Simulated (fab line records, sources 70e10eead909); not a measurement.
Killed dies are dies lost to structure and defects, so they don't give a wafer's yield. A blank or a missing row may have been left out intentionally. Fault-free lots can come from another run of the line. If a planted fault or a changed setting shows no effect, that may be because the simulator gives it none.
What tool caused it? / flow nand_harc / 36 wafers from 12 lots sampled at 5 of the route's 1159 steps

## WHAT EACH GAUGE READ, for each wafer
NHARC_END_SORT_01. Usual: killed_at_array 29, standard deviation 11; killed_at_other 0.5, standard deviation 0.85; killed_at_periphery 3.0, standard deviation 2.3; killed_dies 33, standard deviation 12; killed_open 3.3, standard deviation 1.9; killed_short 2.0, standard deviation 1.5.
lot=L787; measured=day 27 03:19; on=prober-01; killed_at_array=39 671 26; killed_at_other=0 0 0; killed_at_periphery=3 6 3; killed_dies=42 677 29; killed_open=6 3 3; killed_short=0 3 2; flag=OFF
lot=L786; measured=day 26 18:39; on=prober-01; killed_at_array=36 39 677; killed_at_other=0 1 0; killed_at_periphery=4 4 0; killed_dies=40 44 677; killed_open=3 2 3; killed_short=4 1 1; flag=OFF

## TOOL THAT RAN EACH LOT (tool first, then ch and the chambers of the sampled wafers, then the start)
lot=L775; NHARC_A_CHANNEL_FILL_D1_ETCHBACK_08=rie_diel-07 ch 1,3, day 13 14:17 or earlier; NHARC_A_STAIRCASE_ETCH_19=rie_diel-04 ch 0,3, day 13 14:17 or earlier; NHARC_A_STAIRCASE_TRIM_22=rie_diel-04 ch 1,3, day 13 14:17 or earlier; NHARC_A_STAIRCASE_ETCH_27=rie_diel-04 ch 0,1, day 13 14:17
lot=L772; NHARC_A_CHANNEL_FILL_D1_ETCHBACK_08=rie_diel-07 ch 0,2,3, day 13 17:09 or earlier; NHARC_A_STAIRCASE_ETCH_19=rie_diel-11 ch 0,2,3, day 13 17:09 or earlier; NHARC_A_STAIRCASE_TRIM_22=rie_diel-04 ch 0,1,2, day 13 17:09 or earlier; NHARC_A_STAIRCASE_ETCH_27=rie_diel-04 ch 0,2,3, day 13 17:09
lot=L773; NHARC_A_CHANNEL_FILL_D1_ETCHBACK_08=rie_diel-02 ch 0,3, day 13 21:35 or earlier; NHARC_A_STAIRCASE_ETCH_19=rie_diel-11 ch 2,3, day 13 21:35 or earlier; NHARC_A_STAIRCASE_TRIM_22=rie_diel-05 ch 0,3, day 13 21:35 or earlier; NHARC_A_STAIRCASE_ETCH_27=rie_diel-05 ch 1,3, day 13 21:35
lot=L774; NHARC_A_CHANNEL_FILL_D1_ETCHBACK_08=rie_diel-07 ch 0,3, day 13 21:24 or earlier; NHARC_A_STAIRCASE_ETCH_19=rie_diel-11 ch 2,3, day 13 21:24 or earlier; NHARC_A_STAIRCASE_TRIM_22=rie_diel-05 ch 0,1,2, day 13 21:24 or earlier; NHARC_A_STAIRCASE_ETCH_27=rie_diel-05 ch 0,1,2, day 13 21:24
lot=L780; NHARC_A_CHANNEL_FILL_D1_ETCHBACK_08=rie_diel-06 ch 1,2, day 14 04:21 or earlier; NHARC_A_STAIRCASE_ETCH_19=rie_diel-11 ch 0,3, day 14 04:21 or earlier; NHARC_A_STAIRCASE_TRIM_22=rie_diel-05 ch 0,1,2, day 14 04:21 or earlier; NHARC_A_STAIRCASE_ETCH_27=rie_diel-05 ch 1,3, day 14 04:21
lot=L787; NHARC_A_CHANNEL_FILL_D1_ETCHBACK_08=rie_diel-02 ch 0,3, day 14 21:32 or earlier; NHARC_A_STAIRCASE_ETCH_19=rie_diel-05 ch 0,1, day 14 21:32 or earlier; NHARC_A_STAIRCASE_TRIM_22=rie_diel-04 ch 0,1,3, day 14 21:32 or earlier; NHARC_A_STAIRCASE_ETCH_27=rie_diel-04 ch 0,2, day 14 21:32
lot=L784; NHARC_A_CHANNEL_FILL_D1_ETCHBACK_08=rie_diel-07 ch 0,2,3, day 14 21:33 or earlier; NHARC_A_STAIRCASE_ETCH_19=rie_diel-04 ch 0,1,3, day 14 21:33 or earlier; NHARC_A_STAIRCASE_TRIM_22=rie_diel-05 ch 0,2,3, day 14 21:33 or earlier; NHARC_A_STAIRCASE_ETCH_27=rie_diel-05 ch 0,1,2, day 14 21:33
lot=L786; NHARC_A_CHANNEL_FILL_D1_ETCHBACK_08=rie_diel-06 ch 1,2,3, day 14 22:41 or earlier; NHARC_A_STAIRCASE_ETCH_19=rie_diel-11 ch 0,1,2, day 14 22:41 or earlier; NHARC_A_STAIRCASE_TRIM_22=rie_diel-04 ch 0,2,3, day 14 22:41 or earlier; NHARC_A_STAIRCASE_ETCH_27=rie_diel-04 ch 0,1,2, day 14 22:41
lot=L789; NHARC_A_CHANNEL_FILL_D1_ETCHBACK_08=rie_diel-07 ch 0,2,3, day 15 02:17 or earlier; NHARC_A_STAIRCASE_ETCH_19=rie_diel-11 ch 0,1,2, day 15 02:17 or earlier; NHARC_A_STAIRCASE_TRIM_22=rie_diel-11 ch 1,2, day 15 02:17 or earlier; NHARC_A_STAIRCASE_ETCH_27=rie_diel-11 ch 1,2, day 15 02:17
lot=L790; NHARC_A_CHANNEL_FILL_D1_ETCHBACK_08=rie_diel-07 ch 0,2,3, day 15 02:58 or earlier; NHARC_A_STAIRCASE_ETCH_19=rie_diel-04 ch 0,1,3, day 15 02:58 or earlier; NHARC_A_STAIRCASE_TRIM_22=rie_diel-11 ch 0,2, day 15 02:58 or earlier; NHARC_A_STAIRCASE_ETCH_27=rie_diel-11 ch 2,3, day 15 02:58
lot=L791; NHARC_A_CHANNEL_FILL_D1_ETCHBACK_08=rie_diel-07 ch 0,1,3, day 15 15:53 or earlier; NHARC_A_STAIRCASE_ETCH_19=rie_diel-11 ch 0,2,3, day 15 15:53 or earlier; NHARC_A_STAIRCASE_TRIM_22=rie_diel-05 ch 0,2, day 15 15:53 or earlier; NHARC_A_STAIRCASE_ETCH_27=rie_diel-05 ch 1,3, day 15 15:53
lot=L792; NHARC_A_CHANNEL_FILL_D1_ETCHBACK_08=rie_diel-06 ch 0,1,2, day 15 17:04 or earlier; NHARC_A_STAIRCASE_ETCH_19=rie_diel-04 ch 0,1,3, day 15 17:04 or earlier; NHARC_A_STAIRCASE_TRIM_22=rie_diel-11 ch 2,3, day 15 17:04 or earlier; NHARC_A_STAIRCASE_ETCH_27=rie_diel-11 ch 1,2, day 15 17:04
- NHARC_A_CHANNEL_FILL_D1_ETCHBACK_08: etches the open film in C4F8, target depth 220 nm, time 110 s.
- NHARC_A_STAIRCASE_ETCH_19: etches the open film in C4F8/O2, target depth 100 nm, time 40.5 s.
- NHARC_A_STAIRCASE_TRIM_22: chemistry O2, time 211.2 s.
- NHARC_A_STAIRCASE_ETCH_27: etches the open film in C4F8/O2, target depth 100 nm, time 40.5 s.

## AS READ BY THE TOOLS THEMSELVES (means over the sampled wafers that have a number; for cases with no such wafer, the mark the record gives instead)
NHARC_A_CHANNEL_FILL_D1_ETCHBACK_08. Usual: oes_product_au 0.96 a.u., standard deviation 0.036; rf_vpp_V 442.5 V, standard deviation 2.7.
lot=L775; tool=rie_diel-07; oes_product_au (a.u.)=0.97; rf_vpp_V (V)=443.0; flag=
lot=L772; tool=rie_diel-07; oes_product_au (a.u.)=0.92; rf_vpp_V (V)=445.2; flag=
lot=L773; tool=rie_diel-02; oes_product_au (a.u.)=0.95; rf_vpp_V (V)=439.7; flag=
lot=L774; tool=rie_diel-07; oes_product_au (a.u.)=0.93; rf_vpp_V (V)=443.5; flag=
lot=L780; tool=rie_diel-06; oes_product_au (a.u.)=1.01; rf_vpp_V (V)=440.0; flag=
lot=L787; tool=rie_diel-02; oes_product_au (a.u.)=0.93; rf_vpp_V (V)=443.6; flag=
lot=L784; tool=rie_diel-07; oes_product_au (a.u.)=0.99; rf_vpp_V (V)=444.5; flag=
lot=L786; tool=rie_diel-06; oes_product_au (a.u.)=0.99; rf_vpp_V (V)=441.3; flag=
lot=L789; tool=rie_diel-07; oes_product_au (a.u.)=0.95; rf_vpp_V (V)=444.0; flag=
lot=L790; tool=rie_diel-07; oes_product_au (a.u.)=1.00; rf_vpp_V (V)=443.4; flag=
lot=L791; tool=rie_diel-07; oes_product_au (a.u.)=0.93; rf_vpp_V (V)=443.1; flag=
lot=L792; tool=rie_diel-06; oes_product_au (a.u.)=1.00; rf_vpp_V (V)=441.3; flag=

NHARC_A_STAIRCASE_ETCH_19. Usual: oes_product_au 0.936 a.u., standard deviation 0.012; rf_vpp_V 898 V, standard deviation 5.6; run_length_s 61.8 s, standard deviation 0.47.
lot=L775; tool=rie_diel-04; oes_product_au (a.u.)=0.941; rf_vpp_V (V)=900; run_length_s (s)=62.1; flag=
lot=L772; tool=rie_diel-11; oes_product_au (a.u.)=0.928; rf_vpp_V (V)=897; run_length_s (s)=61.6; flag=
lot=L773; tool=rie_diel-11; oes_product_au (a.u.)=0.923; rf_vpp_V (V)=896; run_length_s (s)=62.1; flag=
lot=L774; tool=rie_diel-11; oes_product_au (a.u.)=0.920; rf_vpp_V (V)=892; run_length_s (s)=61.4; flag=
lot=L780; tool=rie_diel-11; oes_product_au (a.u.)=0.920; rf_vpp_V (V)=902; run_length_s (s)=62.3; flag=
lot=L787; tool=rie_diel-05; oes_product_au (a.u.)=0.952; rf_vpp_V (V)=894; run_length_s (s)=62.2; flag=
lot=L784; tool=rie_diel-04; oes_product_au (a.u.)=0.952; rf_vpp_V (V)=898; run_length_s (s)=61.8; flag=
lot=L786; tool=rie_diel-11; oes_product_au (a.u.)=0.939; rf_vpp_V (V)=897; run_length_s (s)=61.5; flag=
lot=L789; tool=rie_diel-11; oes_product_au (a.u.)=0.926; rf_vpp_V (V)=897; run_length_s (s)=61.4; flag=
lot=L790; tool=rie_diel-04; oes_product_au (a.u.)=0.936; rf_vpp_V (V)=897; run_length_s (s)=62.1; flag=
lot=L791; tool=rie_diel-11; oes_product_au (a.u.)=0.918; rf_vpp_V (V)=898; run_length_s (s)=61.8; flag=
lot=L792; tool=rie_diel-04; oes_product_au (a.u.)=0.933; rf_vpp_V (V)=897; run_length_s (s)=61.8; flag=

NHARC_A_STAIRCASE_TRIM_22. Usual: drypump_motor_current_A 5.8 A, standard deviation 0.5; o2_flow_sccm 500.0 sccm, standard deviation 1.4; oes_product_au 1.001 a.u., standard deviation 0.0088; rf_vpp_V 57.7 V, standard deviation 0.88; showerhead_plenum_p_Torr 3.55 Torr, standard deviation 0.14; throttle_valve_pct 17.037 %, standard deviation 0.0096.
lot=L775; tool=rie_diel-04; drypump_motor_current_A (A)=5.3; o2_flow_sccm (sccm)=500.6; oes_product_au (a.u.)=1.000; rf_vpp_V (V)=58.1; showerhead_plenum_p_Torr (Torr)=3.65; throttle_valve_pct (%)=17.044; flag=
lot=L772; tool=rie_diel-04; drypump_motor_current_A (A)=6.1; o2_flow_sccm (sccm)=499.7; oes_product_au (a.u.)=1.011; rf_vpp_V (V)=58.0; showerhead_plenum_p_Torr (Torr)=3.53; throttle_valve_pct (%)=17.034; flag=
lot=L773; tool=rie_diel-05; drypump_motor_current_A (A)=5.5; o2_flow_sccm (sccm)=501.1; oes_product_au (a.u.)=1.007; rf_vpp_V (V)=57.0; showerhead_plenum_p_Torr (Torr)=3.45; throttle_valve_pct (%)=17.046; flag=
lot=L774; tool=rie_diel-05; drypump_motor_current_A (A)=5.9; o2_flow_sccm (sccm)=499.6; oes_product_au (a.u.)=0.998; rf_vpp_V (V)=57.4; showerhead_plenum_p_Torr (Torr)=3.56; throttle_valve_pct (%)=17.039; flag=
lot=L780; tool=rie_diel-05; drypump_motor_current_A (A)=5.9; o2_flow_sccm (sccm)=501.9; oes_product_au (a.u.)=1.001; rf_vpp_V (V)=58.2; showerhead_plenum_p_Torr (Torr)=3.56; throttle_valve_pct (%)=17.028; flag=
lot=L787; tool=rie_diel-04; drypump_motor_current_A (A)=5.7; o2_flow_sccm (sccm)=500.2; oes_product_au (a.u.)=1.007; rf_vpp_V (V)=58.4; showerhead_plenum_p_Torr (Torr)=3.58; throttle_valve_pct (%)=17.037; flag=
lot=L784; tool=rie_diel-05; drypump_motor_current_A (A)=5.8; o2_flow_sccm (sccm)=499.9; oes_product_au (a.u.)=0.993; rf_vpp_V (V)=57.4; showerhead_plenum_p_Torr (Torr)=3.53; throttle_valve_pct (%)=17.041; flag=
lot=L786; tool=rie_diel-04; drypump_motor_current_A (A)=6.0; o2_flow_sccm (sccm)=499.0; oes_product_au (a.u.)=1.005; rf_vpp_V (V)=58.3; showerhead_plenum_p_Torr (Torr)=3.58; throttle_valve_pct (%)=17.046; flag=
lot=L789; tool=rie_diel-11; drypump_motor_current_A (A)=5.8; o2_flow_sccm (sccm)=498.7; oes_product_au (a.u.)=1.003; rf_vpp_V (V)=57.8; showerhead_plenum_p_Torr (Torr)=3.53; throttle_valve_pct (%)=17.036; flag=
lot=L790; tool=rie_diel-11; drypump_motor_current_A (A)=6.0; o2_flow_sccm (sccm)=500.2; oes_product_au (a.u.)=0.984; rf_vpp_V (V)=57.8; showerhead_plenum_p_Torr (Torr)=3.47; throttle_valve_pct (%)=17.037; flag=
lot=L791; tool=rie_diel-05; drypump_motor_current_A (A)=6.1; o2_flow_sccm (sccm)=500.2; oes_product_au (a.u.)=0.993; rf_vpp_V (V)=58.5; showerhead_plenum_p_Torr (Torr)=3.62; throttle_valve_pct (%)=17.032; flag=
lot=L792; tool=rie_diel-11; drypump_motor_current_A (A)=5.5; o2_flow_sccm (sccm)=501.1; oes_product_au (a.u.)=0.992; rf_vpp_V (V)=58.0; showerhead_plenum_p_Torr (Torr)=3.49; throttle_valve_pct (%)=17.037; flag=

NHARC_A_STAIRCASE_ETCH_27. Usual: oes_product_au 0.937 a.u., standard deviation 0.01; rf_vpp_V 897 V, standard deviation 5.1; run_length_s 61.8 s, standard deviation 0.41.
lot=L775; tool=rie_diel-04; oes_product_au (a.u.)=0.940; rf_vpp_V (V)=896; run_length_s (s)=62.2; flag=
lot=L772; tool=rie_diel-04; oes_product_au (a.u.)=0.941; rf_vpp_V (V)=898; run_length_s (s)=61.9; flag=
lot=L773; tool=rie_diel-05; oes_product_au (a.u.)=0.949; rf_vpp_V (V)=892; run_length_s (s)=61.9; flag=
lot=L774; tool=rie_diel-05; oes_product_au (a.u.)=0.936; rf_vpp_V (V)=897; run_length_s (s)=62.1; flag=
lot=L780; tool=rie_diel-05; oes_product_au (a.u.)=0.938; rf_vpp_V (V)=894; run_length_s (s)=61.9; flag=
lot=L787; tool=rie_diel-04; oes_product_au (a.u.)=0.945; rf_vpp_V (V)=893; run_length_s (s)=66.0; flag=OFF
lot=L784; tool=rie_diel-05; oes_product_au (a.u.)=0.947; rf_vpp_V (V)=897; run_length_s (s)=62.1; flag=
lot=L786; tool=rie_diel-04; oes_product_au (a.u.)=0.933; rf_vpp_V (V)=896; run_length_s (s)=66.3; flag=OFF
lot=L789; tool=rie_diel-11; oes_product_au (a.u.)=0.926; rf_vpp_V (V)=896; run_length_s (s)=61.4; flag=
lot=L790; tool=rie_diel-11; oes_product_au (a.u.)=0.925; rf_vpp_V (V)=894; run_length_s (s)=61.9; flag=
lot=L791; tool=rie_diel-05; oes_product_au (a.u.)=0.946; rf_vpp_V (V)=890; run_length_s (s)=61.8; flag=
lot=L792; tool=rie_diel-11; oes_product_au (a.u.)=0.940; rf_vpp_V (V)=896; run_length_s (s)=61.1; flag=

## THE ANSWER, worked out from the rows above alone
Rule: take the mean of a lot's wafers that have a number; if it is more than 3 standard deviations from the usual mean, the lot is off. A lot without any number at a reading at which 4 lots or more have one is off too. All remaining lots with rows at the step are treated as sound. Order of review: gauges by route order, followed by the tools' own readings, for which a lot's mean as printed above is used. At the first step where some lot is off, the reading lying furthest off is the one used; lots without a number count as furthest.
Off: L787, L786 (NHARC_END_SORT_01, killed_at_array). Neither off nor sound, because the step has no rows for them: L775, L772, L773, L774, L780, L784, L789, L790, L791, L792.
If a tool, at a process step before that reading, ran all the lots that are off and no sound lot after the first of them, it fits. Not tried: the gauges at NHARC_END_SORT_01; whatever is off there is also off at NHARC_A_STAIRCASE_ETCH_27, on other tools, and gauge error can't account for it. Because NHARC_A_CHANNEL_FILL_D1_ETCHBACK_08 lacks a start for some lots, the hours and order of its lots are taken from NHARC_A_STAIRCASE_ETCH_27. Because NHARC_A_STAIRCASE_ETCH_19 lacks a start for some lots, the hours and order of its lots are taken from NHARC_A_STAIRCASE_ETCH_27. Because NHARC_A_STAIRCASE_TRIM_22 lacks a start for some lots, the hours and order of its lots are taken from NHARC_A_STAIRCASE_ETCH_27. One candidate fits, namely rie_diel-04 at NHARC_A_STAIRCASE_TRIM_22 and NHARC_A_STAIRCASE_ETCH_27. It ran no sound lot before its first lot that is off in this sample, so the start can't be narrowed down.

## WHAT THE SIMULATOR HAD INSERTED
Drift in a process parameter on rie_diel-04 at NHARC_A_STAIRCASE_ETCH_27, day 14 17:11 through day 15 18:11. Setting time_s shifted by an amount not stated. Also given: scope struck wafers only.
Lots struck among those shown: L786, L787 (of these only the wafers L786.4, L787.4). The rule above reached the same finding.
